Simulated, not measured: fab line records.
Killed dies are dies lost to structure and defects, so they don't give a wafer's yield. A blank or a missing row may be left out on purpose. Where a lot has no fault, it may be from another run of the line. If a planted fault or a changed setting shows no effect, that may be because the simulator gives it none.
Which tool was responsible? | flow nand-harc | 24 lots, 72 wafers sampled, at 6 steps of a route of 1159

WHAT THE GAUGES READ, wafer by wafer
The record lacks any reading of a measuring or inspecting step that a usual standard deviation could be used to judge.

TOOL THAT RAN EACH LOT (tool first, then ch and the chambers of the sampled wafers, then the start)
lot  | NHARC_A_CONTACT_DEP_57        | NHARC_A_CONTACT_ETCH_124             | NHARC_A_CONTACT_ETCH_130             | NHARC_A_CONTACT_ETCH_133             | NHARC_A_CONTACT_ETCH_136             | NHARC_A_CONTACT_ETCH_138
L075 | acl-dep-01 ch 0, day 16 14:20 | har-cap-etch-02 ch 0,1, day 16 17:30 | har-cap-etch-02 ch 0,1, day 16 18:23 | har-cap-etch-02 ch 0,1, day 16 19:01 | har-cap-etch-01 ch 0,1, day 17 00:07 | har-cap-etch-01 ch 0,1, day 17 00:22
L076 | acl-dep-02 ch 0, day 16 14:28 | har-cap-etch-01 ch 0,1, day 16 18:13 | har-cap-etch-01 ch 0,1, day 16 19:07 | har-cap-etch-01 ch 0,1, day 16 19:32 | har-cap-etch-03 ch 0,1, day 17 00:43 | har-cap-etch-03 ch 0,1, day 17 01:02
L074 | acl-dep-03 ch 0, day 16 23:19 | har-cap-etch-02 ch 0,1, day 17 03:10 | har-cap-etch-02 ch 0,1, day 17 04:05 | har-cap-etch-02 ch 0,1, day 17 04:31 | har-cap-etch-03 ch 0,1, day 17 10:10 | har-cap-etch-03 ch 0,1, day 17 10:30
L079 | acl-dep-01 ch 0, day 17 15:28 | har-cap-etch-02 ch 0,1, day 17 19:15 | har-cap-etch-02 ch 0,1, day 17 20:09 | har-cap-etch-02 ch 0,1, day 17 20:35 | har-cap-etch-03 ch 0,1, day 18 03:55 | har-cap-etch-03 ch 0,1, day 18 04:14
L080 | acl-dep-01 ch 0, day 17 20:50 | har-cap-etch-01 ch 0,1, day 18 00:06 | har-cap-etch-01 ch 0,1, day 18 00:59 | har-cap-etch-01 ch 0,1, day 18 01:28 | har-cap-etch-03 ch 0,1, day 18 07:02 | har-cap-etch-03 ch 0,1, day 18 07:22
L077 | acl-dep-02 ch 0, day 18 01:06 | har-cap-etch-01 ch 0,1, day 18 04:56 | har-cap-etch-01 ch 0,1, day 18 05:50 | har-cap-etch-01 ch 0,1, day 18 06:17 | har-cap-etch-03 ch 0,1, day 18 15:26 | har-cap-etch-03 ch 0,1, day 18 15:41
L078 | acl-dep-02 ch 0, day 18 10:41 | har-cap-etch-01 ch 0,1, day 18 14:26 | har-cap-etch-01 ch 0,1, day 18 15:21 | har-cap-etch-01 ch 0,1, day 18 15:47 | har-cap-etch-02 ch 0,1, day 18 21:08 | har-cap-etch-02 ch 0,1, day 18 21:23
L081 | acl-dep-02 ch 0, day 18 12:36 | har-cap-etch-02 ch 0,1, day 18 16:08 | har-cap-etch-02 ch 0,1, day 18 17:02 | har-cap-etch-02 ch 0,1, day 18 17:28 | har-cap-etch-01 ch 0,1, day 18 23:41 | har-cap-etch-01 ch 0,1, day 18 23:55
L083 | acl-dep-03 ch 0, day 19 00:35 | har-cap-etch-02 ch 1, day 19 04:26   | har-cap-etch-02 ch 1, day 19 05:21   | har-cap-etch-02 ch 1, day 19 05:46   | har-cap-etch-02 ch 0,1, day 19 12:28 | har-cap-etch-02 ch 0,1, day 19 12:42
L082 | acl-dep-02 ch 0, day 19 01:11 | har-cap-etch-01 ch 0,1, day 19 05:11 | har-cap-etch-01 ch 0,1, day 19 06:05 | har-cap-etch-01 ch 0,1, day 19 06:31 | har-cap-etch-01 ch 0,1, day 19 12:51 | har-cap-etch-01 ch 0,1, day 19 13:06
L084 | acl-dep-02 ch 0, day 19 05:04 | har-cap-etch-02 ch 0, day 19 09:58   | har-cap-etch-02 ch 0, day 19 10:53   | har-cap-etch-02 ch 0, day 19 11:18   | har-cap-etch-03 ch 0,1, day 19 17:08 | har-cap-etch-03 ch 0,1, day 19 17:28
L085 | acl-dep-03 ch 0, day 19 14:23 | har-cap-etch-02 ch 0,1, day 19 18:05 | har-cap-etch-02 ch 0,1, day 19 18:59 | har-cap-etch-02 ch 0,1, day 19 19:25 | har-cap-etch-02 ch 0,1, day 20 00:44 | har-cap-etch-02 ch 0,1, day 20 00:59
L088 | acl-dep-02 ch 0, day 19 15:22 | har-cap-etch-01 ch 0,1, day 19 18:24 | har-cap-etch-01 ch 0,1, day 19 19:17 | har-cap-etch-01 ch 0,1, day 19 19:47 | har-cap-etch-01 ch 0,1, day 20 01:29 | har-cap-etch-01 ch 0,1, day 20 01:44
L086 | acl-dep-01 ch 0, day 20 01:23 | har-cap-etch-03 ch 0,1, day 20 05:13 | har-cap-etch-03 ch 0,1, day 20 06:41 | har-cap-etch-03 ch 0,1, day 20 07:16 | har-cap-etch-02 ch 0,1, day 20 13:06 | har-cap-etch-02 ch 0,1, day 20 13:21
L090 | acl-dep-01 ch 0, day 20 11:13 | har-cap-etch-03 ch 0,1, day 20 15:23 | har-cap-etch-03 ch 0,1, day 20 16:35 | har-cap-etch-03 ch 0,1, day 20 17:09 | har-cap-etch-02 ch 0,1, day 20 23:32 | har-cap-etch-02 ch 0,1, day 20 23:47
L087 | acl-dep-02 ch 0, day 20 12:44 | har-cap-etch-02 ch 0,1, day 20 16:36 | har-cap-etch-02 ch 0,1, day 20 17:31 | har-cap-etch-02 ch 0,1, day 20 17:56 | har-cap-etch-01 ch 0,1, day 21 01:50 | har-cap-etch-01 ch 0,1, day 21 02:05
L089 | acl-dep-03 ch 0, day 20 14:06 | har-cap-etch-01 ch 0,1, day 20 18:09 | har-cap-etch-01 ch 0,1, day 20 19:04 | har-cap-etch-01 ch 0,1, day 20 19:29 | har-cap-etch-02 ch 0,1, day 21 04:55 | har-cap-etch-02 ch 0,1, day 21 05:10
L091 | acl-dep-01 ch 0, day 20 18:43 | har-cap-etch-03 ch 0,1, day 20 22:08 | har-cap-etch-03 ch 0,1, day 20 23:20 | har-cap-etch-03 ch 0,1, day 20 23:56 | har-cap-etch-01 ch 0,1, day 21 08:34 | har-cap-etch-01 ch 0,1, day 21 08:49
L093 | acl-dep-02 ch 0, day 21 11:01 | har-cap-etch-01 ch 0,1, day 21 14:23 | har-cap-etch-01 ch 0,1, day 21 15:16 | har-cap-etch-01 ch 0,1, day 21 15:46 | har-cap-etch-02 ch 0,1, day 21 21:08 | har-cap-etch-02 ch 0,1, day 21 21:22
L094 | acl-dep-03 ch 0, day 21 12:36 | har-cap-etch-03 ch 0,1, day 21 16:19 | har-cap-etch-03 ch 0,1, day 21 17:13 | har-cap-etch-03 ch 0,1, day 21 17:38 | har-cap-etch-01 ch 0,1, day 22 00:13 | har-cap-etch-01 ch 0,1, day 22 00:28
L092 | acl-dep-01 ch 0, day 21 13:50 | har-cap-etch-01 ch 0,1, day 21 17:41 | har-cap-etch-01 ch 0,1, day 21 18:35 | har-cap-etch-01 ch 0,1, day 21 19:02 | har-cap-etch-02 ch 0,1, day 22 01:14 | har-cap-etch-02 ch 0,1, day 22 01:29
L095 | acl-dep-02 ch 0, day 21 20:13 | har-cap-etch-03 ch 0,1, day 21 23:38 | har-cap-etch-03 ch 0,1, day 22 00:31 | har-cap-etch-03 ch 0,1, day 22 01:01 | har-cap-etch-02 ch 0,1, day 22 06:06 | har-cap-etch-02 ch 0,1, day 22 06:21
L096 | acl-dep-02 ch 0, day 22 04:35 | har-cap-etch-01 ch 0,1, day 22 08:23 | har-cap-etch-01 ch 0,1, day 22 09:17 | har-cap-etch-01 ch 0,1, day 22 09:43 | har-cap-etch-01 ch 0,1, day 22 15:05 | har-cap-etch-01 ch 0,1, day 22 15:20
L097 | acl-dep-03 ch 0, day 22 18:35 | har-cap-etch-01 ch 0,1, day 22 22:28 | har-cap-etch-01 ch 0,1, day 22 23:22 | har-cap-etch-01 ch 0,1, day 22 23:48 | har-cap-etch-01 ch 0,1, day 23 05:19 | har-cap-etch-01 ch 0,1, day 23 05:34
- NHARC_A_CONTACT_DEP_57: deposits aC, target thk 2800 nm.
- NHARC_A_CONTACT_ETCH_124: etches the open film in C4F8/O2/Ar, time 140 s, target depth 700 nm.
- NHARC_A_CONTACT_ETCH_130: etches the open film in C4F8/O2/Ar, time 155 s, target depth 956 nm.
- NHARC_A_CONTACT_ETCH_133: etches the open film in C4F8/O2/Ar, time 195 s, target depth 840 nm.
- NHARC_A_CONTACT_ETCH_136: etches the open film in C4F8/O2/Ar, time 132 s, target depth 1287 nm.
- NHARC_A_CONTACT_ETCH_138: etches the open film in C4F8/O2/Ar, time 132 s, target depth 1289 nm.

WHAT THE TOOLS THEMSELVES READ (means of the sampled wafers that have a number; where no wafer has one, the mark that the record gives instead)
NHARC_A_CONTACT_DEP_57.
lot  | tool       | throttle-valve-pct (%)
L075 | acl-dep-01 | 34.999
L076 | acl-dep-02 | 35.003
L074 | acl-dep-03 | 35.000
L079 | acl-dep-01 | 35.001
L080 | acl-dep-01 | 35.006
L077 | acl-dep-02 | 34.999
L078 | acl-dep-02 | 34.997
L081 | acl-dep-02 | 35.002
L083 | acl-dep-03 | 34.994
L082 | acl-dep-02 | 34.997
L084 | acl-dep-02 | 35.004
L085 | acl-dep-03 | 35.000
L088 | acl-dep-02 | 35.007
L086 | acl-dep-01 | 35.001
L090 | acl-dep-01 | 34.998
L087 | acl-dep-02 | 34.995
L089 | acl-dep-03 | 34.986
L091 | acl-dep-01 | 35.004
L093 | acl-dep-02 | 35.000
L094 | acl-dep-03 | 35.006
L092 | acl-dep-01 | 35.003
L095 | acl-dep-02 | 34.999
L096 | acl-dep-02 | 35.008
L097 | acl-dep-03 | 34.983

THE ANSWER, worked out from the rows above alone
Rule: usual is defined by the lots themselves. Put in order of their means at a reading, lots are off if they are a third of the lots or fewer, leave a main group of 4 or more, and stand apart from it by a gap of 3 or more times the standard deviation of the main group's means; of several such gaps the widest counts. A main group whose means are all the same, to the digits that the tables above print for the reading, isn't used. A lot without any number at a reading at which 4 lots or more have one is off too. Where the step has rows for the other lots, those lots are counted as sound. After the gauges, taken in route order, come the tools' own readings; for these a lot's mean is taken, as printed above. The first step at which some lot is off is used, and at that step the reading that is off furthest; a lot without a number counts as furthest.
None of the lots is off at any reading shown; this tells nothing.

WHAT THE SIMULATOR PUT IN
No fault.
